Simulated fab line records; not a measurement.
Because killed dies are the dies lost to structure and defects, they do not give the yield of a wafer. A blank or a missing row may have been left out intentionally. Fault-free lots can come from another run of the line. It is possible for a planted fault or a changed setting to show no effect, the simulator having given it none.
fab line records	flow n5-finfet
[record] lots = 4	wafers = 12	last-day = 18
route steps=1938 shown SD_EPI_P@319 SD_ACTIVATION@330 ILD0@335 SDB@347 BEOL_M4@1111 PASSIVATION@1936
lots untouched by any fault: they come from a run of this same line in which no faults occurred
start-h: hours from the record's first day to the start of the lot's first wafer shown	wait-h: hours elapsed since this lot's preceding step	" as in the row above	L1.1+2: a row that stands for several wafers	- no value, or no start given	* or withheld: withheld	< > ~ a bound
route shown NAME@n: NAME is a module with steps in the file, n the number in the route of the first one	usual: mean and standard deviation over wafers with no fault	same: alike in all rows	chamber/n: place in a boat	sites: each site's reading	_std_site: their standard deviation	_edge_site: mean of outer sites minus mean of inner sites	radius-mm: for every site, how far away it sits from the centre of the wafer	mask NAME#n: copy n	behind: the most recent tool/chamber to have shaped the wafer	hold: reason for holding the lot/hours on hold/outcome of the hold	device: the n, p or np transistor that did not switch	end of line: tests run on the same wafers once the route is complete	a step given without rows: its recipe and nothing more	killed: at the first sort, the dies lost to defects and structure; wafer yield is something else	map: the dies of a wafer, with x for killed, . for not killed, _ for no die there
set.NAME: the run value of the setting; set.NAME@STEP: its run value at that earlier step	model.NAME: the simulator's own value behind a step, which no gauge read
lots at selected steps of the route; one table per step, one row per wafer
services: when a tool's chamber went out of use (start-h, in hours from the record's first day, below 0 if earlier), for how many hours, and the reason
[[steps]]
[step N5_SD_EPI_P_PRECLEAN_51]
[recipe] chemistry = NF3:NH3	afs-cycles = 1	temp-c = 30	time-s = 20	sublimation-temp-c = 180	sublimation-time-s = 60	pressure-torr = 3	rf-power-w = 30
[step N5_SD_EPI_P_VAPOR_ETCH_44]
[recipe] chemistry = NF3/Ar	target = SiGe30	temp-c = 25	time-s = 3.3	mode = isotropic
[step N5_SD_EPI_P_EPI_21]
[recipe] material = SiGe:B	dopant = B	temp-c = 550	pressure-torr = 20	ambient = H2	time-s = 355
[step N5_SD_EPI_P_HM_STRIP_48]
[recipe] chemistry = H3PO4	temp-c = 160	material = SiNx	target = SiNx	target-depth-a = 30	overetch-fraction = 0.3
[step N5_SD_EPI_P_SRD_49]
[recipe] dry = ipa-marangoni	time-s = 30	temp-c = 23	rinse-liquid = diw
[step N5_SD_EPI_P_PRECLEAN_24]
[recipe] chemistry = O3/DIW	time-s = 45	temp-c = 22	o3-ppm = 10
[step N5_SD_EPI_P_PRECLEAN_32]
[recipe] chemistry = dHF	time-s = 10	dilution = 500:1	temp-c = 25
[step N5_SD_EPI_P_PRECLEAN_33]
[recipe] chemistry = SC2	time-s = 45	temp-c = 35	mix = 1:1:50
[step N5_SD_EPI_P_SRD_25]
[recipe] time-s = 30	temp-c = 23	rinse-liquid = diw	dry = ipa-marangoni
[step N5_SD_ACTIVATION_RTA_00]
[recipe] temp-c = 975	time-s = 0	ambient = N2	idle-temp-c = 600	ramp-up-c-per-s = 150	ramp-down-c-per-s = 60	cool-to-c = 600
[step N5_SD_ACTIVATION_LSA_01]
[recipe] temp-c = 1080	time-s = 0.0008	ambient = N2
[usual] wafer_temp_C_max = 1086.6/1.2
lot.wafer	tool	chamber	start-h	wait-h	wafer_temp_C_max
L990.1	laser-anneal-01	0	70.40	0.2	1087.0
L990.2	"	0	"	"	1086.6
L990.4	"	0	"	"	1086.8
L104.1	laser-anneal-01	0	155.18	0.2	1162.9
L104.3	"	0	"	"	1161.1
L104.5	"	0	"	"	1162.6
L107.1	laser-anneal-01	0	171.49	0.2	1162.5
L107.3	"	0	"	"	1163.4
L107.6	"	0	"	"	1163.8
L111.1	laser-anneal-02	0	196.13	0.2	1085.6
L111.4	"	0	"	"	1087.4
L111.6	"	0	"	"	1084.8
[step N5_SD_ACTIVATION_RS_MEAS_03]
[recipe] thk-meas-gauge = four-point-probe
[usual] RS_SD_N = 21.99/0.26	RS_SD_P = 56.2/0.95
lot.wafer	tool	chamber	start-h	wait-h	RS_SD_N[ohm/sq]	RS_SD_P[ohm/sq]
L990.1	film-metro-02	-	70.61	0.2	22.16	57.0
L990.2	"	-	"	"	22.18	57.2
L990.4	"	-	"	"	22.34	55.4
L104.1	film-metro-01	-	155.40	0.2	15.45	68.9
L104.3	"	-	"	"	15.43	68.7
L104.5	"	-	"	"	15.52	68.3
L107.1	film-metro-01	-	171.69	0.2	15.23	68.0
L107.3	"	-	"	"	15.56	67.6
L107.6	"	-	"	"	15.27	65.8
L111.1	film-metro-02	-	196.34	0.2	22.07	55.9
L111.4	"	-	"	"	22.08	55.9
L111.6	"	-	"	"	21.98	55.7
[step N5_ILD0_LINER_00]
[recipe] material = SiNx	target-thk-a = 40	temp-c = 400	ald-precursor-family = SiH2I2	ald-co-reactant = N2/H2-plasma	pulse-time-s = 1	purge-time-s = 2	co-reactant-purge-time-s = 2	ald-cycles = 80	pressure-torr = 2
[step N5_ILD0_FCVD_FILL_01]
[recipe] material = SiO2_flowable	target-thk-a = 2000	temp-c = 100	pressure-torr = 0.8	rf-w = 2000	time-s = 328.3
[step N5_ILD0_CURE_02]
[recipe] temp-c = 450	time-s = 1800	ambient = steam	idle-temp-c = 400	ramp-up-c-per-min = 5	ramp-down-c-per-min = 3	densification-p-h2o-torr = 640
[step N5_ILD0_CMP_03]
[recipe] stop-on = SiNx	t-overpolish-s = 1.9	post-cmp-clean = alkaline-brush	down-force-psi = 4.1491	platen-rpm = 51.796	pad-velocity-m-s = 1.0306	target-thk-nm = 197.38
[step N5_ILD0_CMP_07]
[recipe] stop-on = poly-Si	material = SiO2_flowable	t-overpolish-s = 1.18	post-cmp-clean = alkaline-brush	down-force-psi = 4.1491	platen-rpm = 51.796	pad-velocity-m-s = 1.0306	target-thk-nm = 138.88
[step N5_ILD0_PRECLEAN_10]
[recipe] chemistry = NF3:NH3	afs-cycles = 5	time-s = 20	temp-c = 30	sublimation-temp-c = 180	sublimation-time-s = 60	pressure-torr = 3	rf-power-w = 30
[step N5_ILD0_ALD_15]
[recipe] material = SiNx	target-thk-a = 240	temp-c = 400	ald-precursor-family = SiH2I2	ald-co-reactant = N2/H2-plasma	pulse-time-s = 1	ald-cycles = 480	purge-time-s = 2	co-reactant-purge-time-s = 2	pressure-torr = 2
[step N5_ILD0_CMP_12]
[recipe] stop-on = poly-Si	material = SiNx	t-overpolish-s = 6	post-cmp-clean = alkaline-brush	down-force-psi = 2.5	platen-rpm = 51.8	pad-velocity-m-s = 1.0307	target-thk-nm = 17.67
[step N5_SDB_HM_DEP_00]
[recipe] material = SiNx	target-thk-a = 400	temp-c = 400	precursor = SiH4/NH3/N2	pressure-torr = 1.5	rf-w = 300	time-s = 35.3
[step N5_SDB_COAT_03]
[recipe] resist = SOC	temp-c = 250	time-s = 60	spin-rpm = 1500	resist-thk-nm = 100
[step N5_SDB_COAT_04]
[recipe] resist = SiARC	temp-c = 220	time-s = 60	spin-rpm = 1500	resist-thk-nm = 18
[step N5_SDB_COAT_05]
[recipe] resist = CAR-ArF	spin-rpm = 1500	resist-thk-nm = 90
[step N5_SDB_EBR_07]
[recipe] solvent = PGMEA	ebr-width-mm = 1.5
[step N5_SDB_SOFTBAKE_06]
[recipe] temp-c = 110	time-s = 60	resist = CAR-ArF
[step N5_SDB_EXPOSE_08]
[recipe] mask-id = SDB	na = 1.35	source-shape = conventional	sigma-outer = 0.5	polarization = unpolarized	dose-mj = 49.6
[step N5_SDB_PEB_09]
[recipe] peb-temp-c = withheld	peb-time-s = 60	resist = CAR-ArF
[step N5_SDB_DEVELOP_10]
[recipe] develop-time-s = 30	developer = TMAH	resist = CAR-ArF	rinse-liquid = diw	dry = air-spin	dev-temp-c = 23
[step N5_SDB_DESCUM_16]
[recipe] chemistry = O2	time-s = 7.9	source-power-w = 50	bias-power-w = 20	pressure-mtorr = 20	rf-frequency-hz = 2.712e+07	temp-c = 40	resist = CAR-ArF	o2-flow-sccm = 225
[step N5_SDB_ETCH_17]
[recipe] chemistry = CF4	target = SiARC	target-depth-a = 234	mask-material = CAR-ArF	time-s = 39	ion-energy-ev = 80	pressure-mtorr = 40	source-w = 545	bias-w = 36	Ar_flow_sccm = 100	cf4-flow-sccm = 100	ends = cleared
[step N5_BEOL_M4_RC_MEAS_101]
[usual] DIBL_N = 36.0/2	DIBL_P = 36.2/2.2	IOFF_N = 0.16/0.034	IOFF_P = 0.21/0.04	IOFF_P_85C = 3.7/0.57	IOFF_P_LONG = 0.000106/8.2e-06	ION_N = 675/12	ION_P = 463/7.2	RC_DENSE_N = 18.9/0.47	RC_DENSE_P = 23.7/0.59	RC_N = 15.4/0.37	RC_P = 19.3/0.48	REXT_N = 75.4/1.5	RS_SD_N = 28.5/0.4	RS_SD_P = 66.1/1.1	SS_N = 71.6/0.6	SS_P = 73.3/0.67	VT_N = 250/3	VT_P = -251/3.4
lot.wafer	tool	chamber	start-h	wait-h	DIBL_N[mV/V]	DIBL_P[mV/V]	IOFF_N[nA/um]	IOFF_P[nA/um]	IOFF_P_85C[nA/um]	IOFF_P_LONG[nA/um]	ION_N[uA/um]	ION_P[uA/um]	RC_DENSE_N[ohm.um]	RC_DENSE_P[ohm.um]	RC_N[ohm.um]	RC_P[ohm.um]	REXT_N[ohm.um]	RS_SD_N[ohm/sq]	RS_SD_P[ohm/sq]	SS_N[mV/dec]	SS_P[mV/dec]	VT_N[mV]	VT_P[mV]
L990.1	prober-02	0	188.48	0.0	37.3	39.8	0.17	0.23	3.9	9.8e-05	673	459	18.6	23.0	15.0	18.9	75.9	28.8	66.7	72.2	74.6	248	-251
L990.2	"	0	"	"	32.4	33.9	0.11	0.15	2.8	0.000101	654	451	18.6	22.9	15.2	18.6	74.6	28.9	67.2	70.4	72.4	255	-255
L990.4	"	0	"	"	35.2	36.3	0.13	0.17	3.1	9.8e-05	666	455	18.9	23.7	15.4	19.1	75.5	29.3	65.1	71.1	73.4	255	-253
L104.1	prober-01	0	269.45	0.0	38.4	50.1	0.18	0.40	6.1	0.001309	695	409	13.1	32.1	10.7	26.3	59.0	20.6	81.8	71.8	75.6	247	-253
L104.3	"	0	"	"	38.2	48.8	0.20	0.37	5.8	0.001151	701	412	13.4	33.3	11.0	26.8	59.0	20.7	80.4	72.4	75.1	245	-252
L104.5	"	0	"	"	36.4	49.0	0.16	0.38	5.9	0.001198	698	410	12.8	31.7	10.5	25.6	59.3	20.7	79.3	71.3	75.1	248	-252
L107.1	prober-02	0	275.12	0.0	37.8	50.4	0.18	0.40	6.3	0.001102	683	400	12.8	31.8	10.4	25.7	61.6	20.6	79.9	72.4	75.5	250	-254
L107.3	"	0	"	"	36.2	48.5	0.18	0.39	6.1	0.001192	707	415	13.3	32.9	10.9	26.9	62.7	20.9	79.8	71.2	75.6	246	-253
L107.6	"	0	"	"	35.9	47.8	0.16	0.36	5.7	0.001214	694	410	13.1	32.4	10.8	26.5	61.8	20.3	77.9	72.0	75.5	251	-255
L111.1	prober-01	0	316.99	0.0	34.8	34.2	0.13	0.17	3.1	9.9e-05	674	461	19.3	23.9	15.7	19.6	74.9	28.4	66.1	71.5	73.4	254	-253
L111.4	"	0	"	"	34.8	34.1	0.13	0.18	3.2	9.5e-05	665	458	19.1	23.6	15.5	19.3	75.4	28.3	65.9	71.5	73.5	253	-253
L111.6	"	0	"	"	36.5	36.2	0.16	0.20	3.6	0.000102	680	463	18.4	23.1	15.1	18.7	74.6	28.3	65.3	71.9	74.2	252	-252
[step N5_PASSIVATION_PROBE_49]
[usual] defect-limited-yield = 91.5/1.5	killed_at_M0_to_M3 = 33/10	killed_at_M4_up = 15/6.4	killed-at-contacts = 12/5.4	killed-at-front-end = 38/9.8	killed-at-other = 4/3.1	killed-dies = 101/18	killed-open = 67/14	killed-short = 33/7.9	sort_bin_4_leakage = 0/0	sort_bin_5_function = 5.0/1	sort_bin_6_memory = 3.2/0.67	sort_bin_8_speed = 0/0	sort-n-pass = 1079/18	sort-yield-pct = 91.5/1.5
[same] gross-dies = 1180	killed-at-back-side = 0
lot.wafer	tool	chamber	start-h	wait-h	defect-limited-yield[%]	killed_at_M0_to_M3	killed_at_M4_up	killed-at-contacts	killed-at-front-end	killed-at-other	killed-dies	killed-open	killed-short	sort_bin_4_leakage[%]	sort_bin_5_function[%]	sort_bin_6_memory[%]	sort_bin_8_speed[%]	sort-n-pass	sort-yield-pct[%]
L990.1	prober-02	-	297.96	0.0	90.8	44	10	14	40	1	109	82	25	0	5.2	3.8	0	1071	90.8
L990.2	prober-02	-	298.01	0.1	88.2	33	14	15	72	5	139	84	53	0	6.5	4.8	0	1041	88.2
L990.4	prober-02	-	298.11	0.2	93.9	20	5	6	38	3	72	40	31	0	3.0	2.7	0	1108	93.9
L104.1	prober-02	-	399.40	0.0	90.3	33	23	14	41	3	114	77	37	0.08	6.1	3.5	90.25	0	0
L104.3	prober-02	-	399.50	0.1	91.7	38	11	15	33	1	98	66	31	0.08	5.0	2.7	91.61	0	0
L104.5	prober-02	-	399.60	0.2	90.4	38	14	29	30	2	113	68	44	0	5.9	3.1	90.34	1	0.1
L107.1	prober-01	-	401.06	0.0	88.2	36	21	11	57	14	139	86	50	0.17	6.3	4.7	88.05	0	0
L107.3	prober-01	-	401.16	0.1	90.3	32	19	4	55	4	114	70	40	0.25	5.0	4.1	88.73	16	1.4
L107.6	prober-01	-	401.31	0.3	91.5	18	22	12	42	6	100	63	37	0	5.2	2.9	91.44	1	0.1
L111.1	prober-01	-	437.12	0.0	93.6	23	9	9	33	1	75	51	24	0	3.6	2.6	0	1105	93.6
L111.4	prober-01	-	437.27	0.2	91.4	26	11	7	56	1	101	67	34	0	4.9	3.5	0	1079	91.4
L111.6	prober-01	-	437.37	0.3	92.8	32	12	6	35	0	85	66	18	0	5.0	2.0	0	1095	92.8
// killed by level:class
L990.1 BEOL_M2:geometric-particle:open=14 BEOL_M0_SAQP:geometric-particle:open=12 FIN_SAQP:geometric-particle:open=10 STI_FIN_REVEAL:geometric-particle:open=10 MOL_CONTACT_COAG:geometric-particle:open=8 BEOL_M4:geometric-particle:open=8 BEOL_M0_SAQP:geometric-particle:short=7 MOL_CONTACT_COAG:geometric-particle:short=6
L990.2 FIN_SAQP:geometric-particle:short=21 FIN_SAQP:geometric-particle:open=16 MOL_CONTACT_COAG:geometric-particle:open=11 BEOL_M0_SAQP:geometric-particle:open=11 STI_FIN_REVEAL:geometric-particle:open=10 BEOL_M0_SAQP:geometric-particle:short=10 DUMMY_GATE:geometric-particle:open=8 MOL_CONTACT_COAG:geometric-particle:short=4
L990.4 FIN_SAQP:geometric-particle:short=11 FIN_SAQP:geometric-particle:open=7 BEOL_M0_SAQP:geometric-particle:short=5 STARTING-WAFER:geometric-particle:open=5 MOL_CONTACT_COAG:geometric-particle:open=4 BEOL_M0_SAQP:geometric-particle:open=4 BEOL_M3:geometric-particle:open=4 SDB:geometric-particle:open=3
L104.1 FIN_SAQP:geometric-particle:open=12 MOL_CONTACT_COAG:geometric-particle:open=10 BEOL_M0_SAQP:geometric-particle:short=8 BEOL_M1:geometric-particle:open=8 FIN_SAQP:geometric-particle:short=7 STI_FIN_REVEAL:geometric-particle:open=7 BEOL_M0_SAQP:geometric-particle:open=7 BEOL_M4:geometric-particle:short=5
L104.3 MOL_CONTACT_COAG:geometric-particle:open=12 FIN_SAQP:geometric-particle:short=10 BEOL_M0_SAQP:geometric-particle:short=9 BEOL_M0_SAQP:geometric-particle:open=8 BEOL_M2:geometric-particle:open=8 BEOL_M3:geometric-particle:open=6 FIN_SAQP:geometric-particle:open=5 STI_FIN_REVEAL:geometric-particle:open=5
L104.5 MOL_CONTACT_COAG:geometric-particle:open=19 BEOL_M0_SAQP:geometric-particle:open=12 BEOL_M0_SAQP:geometric-particle:short=11 MOL_CONTACT_COAG:geometric-particle:short=10 STI_FIN_REVEAL:geometric-particle:open=8 BEOL_M1:geometric-particle:open=6 BEOL_M4:geometric-particle:short=5 STARTING-WAFER:geometric-particle:short=5
L107.1 BEOL_M0_SAQP:geometric-particle:open=13 FIN_SAQP:geometric-particle:short=12 BEOL_M4:geometric-particle:open=11 FIN_SAQP:geometric-particle:open=9 BEOL_M0_SAQP:geometric-particle:short=8 GATE_CUT:geometric-particle:open=7 MOL_CONTACT_COAG:geometric-particle:short=6 DUMMY_GATE:geometric-particle:open=5
L107.3 FIN_SAQP:geometric-particle:short=14 FIN_SAQP:geometric-particle:open=9 DUMMY_GATE:geometric-particle:open=9 BEOL_M0_SAQP:geometric-particle:open=9 BEOL_M0_SAQP:geometric-particle:short=9 BEOL_M4:geometric-particle:open=9 GATE_CUT:geometric-particle:open=7 BEOL_M2:geometric-particle:open=4
L107.6 FIN_SAQP:geometric-particle:short=11 MOL_CONTACT_COAG:geometric-particle:open=11 BEOL_M4:geometric-particle:open=7 DUMMY_GATE:geometric-particle:open=6 BEOL_M5:geometric-particle:open=6 FIN_SAQP:geometric-particle:open=5 GATE_CUT:geometric-particle:open=5 BEOL_M0_SAQP:geometric-particle:open=5
L111.1 FIN_SAQP:geometric-particle:open=7 MOL_CONTACT_COAG:geometric-particle:open=7 BEOL_M3:geometric-particle:open=7 BEOL_M0_SAQP:geometric-particle:open=5 STARTING-WAFER:geometric-particle:open=5 FIN_SAQP:geometric-particle:short=4 ILD0:geometric-particle:short=4 GATE_CUT:geometric-particle:short=4
L111.4 FIN_SAQP:geometric-particle:open=23 FIN_SAQP:geometric-particle:short=12 STI_FIN_REVEAL:geometric-particle:open=8 MOL_CONTACT_COAG:geometric-particle:open=7 STARTING-WAFER:geometric-particle:short=5 BEOL_M4:geometric-particle:open=4 BEOL_M0_SAQP:geometric-particle:short=4 BEOL_M2:geometric-particle:open=4
L111.6 FIN_SAQP:geometric-particle:open=14 BEOL_M1:geometric-particle:open=10 BEOL_M2:geometric-particle:open=7 MOL_CONTACT_COAG:geometric-particle:open=6 FIN_SAQP:geometric-particle:short=5 BEOL_M0_SAQP:geometric-particle:open=5 BEOL_M3:geometric-particle:open=5 BEOL_M4:geometric-particle:open=4
// map L104.1 (x killed, . not)
_________________.........x..________________
______________.........x.....x.._____________
___________.......x................__________
__________...x......................_________
________.............xx.....x..x...x.._______
_______x...............................______
______..x...........x....x.............._____
_____..x.............x.........x.....xx..____
____................x..........xx..x......___
___..............................x.........__
___..............x.....................x...__
__.........x..............x.x............x.._
__x.....x..........x.x....................x._
_.................x....................x.....
_.....x..x......x...........x....x.........x.
_........xx.......xx....xx..............x....
_.....................x........x.......x.....
_..x...............x............xx........x..
_.................x.x.....x..........x.......
_......x.x..x...x......x...x.....x......x..xx
_........x.x..............x..................
__.........x....x................x.....x...._
__........x.....x.x..x.....x..x....x......x._
___...x.........x.x.x............xx........__
___..x.....................................__
____......x....x.....x...................x___
_____......x..x......x..x................____
______.x.xxx.....x...........x.........._____
_______.........x...x..................______
________...............x.............._______
__________.........................._________
___________........................__________
______________...............x.x_____________
_________________..x.........________________
// map L107.1 (x killed, . not)
_________________..x.......x.________________
______________....x......x...x.._____________
___________................x.......__________
__________x.....x......x....x.x....._________
________.x.x....x...................xx_______
_______........x...x..x.......x........______
______.x..x....x..........x..x.....x...._____
_____........x..x........x...x........x.x____
____........x.............................___
___...x..............x.....x.....x.x.x.....__
___.....xx.............x.x..xx........x....__
__..x..................x........x.......x..._
__.x.................x..x..........x........_
_....x...x.xx.....xx.........x......xx..x....
_......x....x.....x..x..........x............
_................x..........x......x.........
_..............................x.x.....x.....
_x....x.x.......x..x..x.................x....
_..x................x..............x..x......
_......................x..x.....x.x..x....x..
_..x...x....................xx...............
__...........x....................x.....x.x._
__x..x..............................x......._
___x.............x.............xx..........__
___.....................xx.x....x......x...__
____.........x........x....x....x.........___
_____....................................____
______......x.......x................xx._____
_______........x......x................______
________...x............x...........x._______
__________..x..x.xxxx...x.x....x...._________
___________......x.......x.........__________
______________.......x.........._____________
_________________..x...x.....________________
[[services]]
tool	chamber	start-h	hours	kind
laser-anneal-02	-	70.85	2.1	pm
laser-anneal-02	-	141.68	14.0	pm
laser-anneal-01	-	155.65	3.8	pm
[[key]]
[first-sign] step = N5_SD_ACTIVATION_LSA_01	reading = wafer_temp_C_max	direction = up	sigmas = 61	usual = *	struck = *
[effect] step = N5_SD_ACTIVATION_RS_MEAS_03	reading = RS_SD_N	direction = down	sigmas = 25	usual = 21.99	struck = 15.41
[effect] step = N5_BEOL_M4_RC_MEAS_101	reading = IOFF_P_LONG	direction = up	sigmas = 99+	usual = 0.000106	struck = 0.001194
[effect] step = N5_BEOL_M4_RC_MEAS_101	reading = RS_SD_N	direction = down	sigmas = 20	usual = 28.5	struck = 20.6
[effect] step = N5_BEOL_M4_RC_MEAS_101	reading = RC_P	direction = up	sigmas = 15	usual = 19.3	struck = 26.3
[effect] step = N5_BEOL_M4_RC_MEAS_101	reading = RC_DENSE_P	direction = up	sigmas = 15	usual = 23.7	struck = 32.4
[effect] step = N5_BEOL_M4_RC_MEAS_101	reading = RS_SD_P	direction = up	sigmas = 13	usual = 66.1	struck = 79.9
[effect] step = N5_BEOL_M4_RC_MEAS_101	reading = RC_N	direction = down	sigmas = 13	usual = 15.4	struck = 10.7
[effect] step = N5_BEOL_M4_RC_MEAS_101	reading = RC_DENSE_N	direction = down	sigmas = 12	usual = 18.9	struck = 13.1
[effect] step = N5_BEOL_M4_RC_MEAS_101	reading = REXT_N	direction = down	sigmas = 10	usual = 75.4	struck = 60.5
[effect] step = N5_BEOL_M4_RC_MEAS_101	reading = ION_P	direction = down	sigmas = 7.4	usual = 463	struck = 409
[effect] step = N5_BEOL_M4_RC_MEAS_101	reading = DIBL_P	direction = up	sigmas = 5.9	usual = 36.2	struck = 49.1
[effect] step = N5_BEOL_M4_RC_MEAS_101	reading = IOFF_P	direction = up	sigmas = 4.4	usual = 0.21	struck = 0.38
[effect] step = N5_BEOL_M4_RC_MEAS_101	reading = IOFF_P_85C	direction = up	sigmas = 4.1	usual = 3.7	struck = 6.0
[effect] step = N5_PASSIVATION_PROBE_49	reading = sort_bin_8_speed	direction = up	sigmas = 99+	usual = 0	struck = 90.07
met-at N5_SD_ACTIVATION_LSA_01
struck-wafers L104.1,L104.3,L104.5,L107.1,L107.3,L107.6
onset-between 70.40 155.18
[fault] kind = process-parameter-drift	tool = laser-anneal-01	chamber = -	onset-h = 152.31	steps = N5_SD_ACTIVATION_LSA_01	channel = temp-c	offset = *	shape = step	end-h = 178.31	stated = *
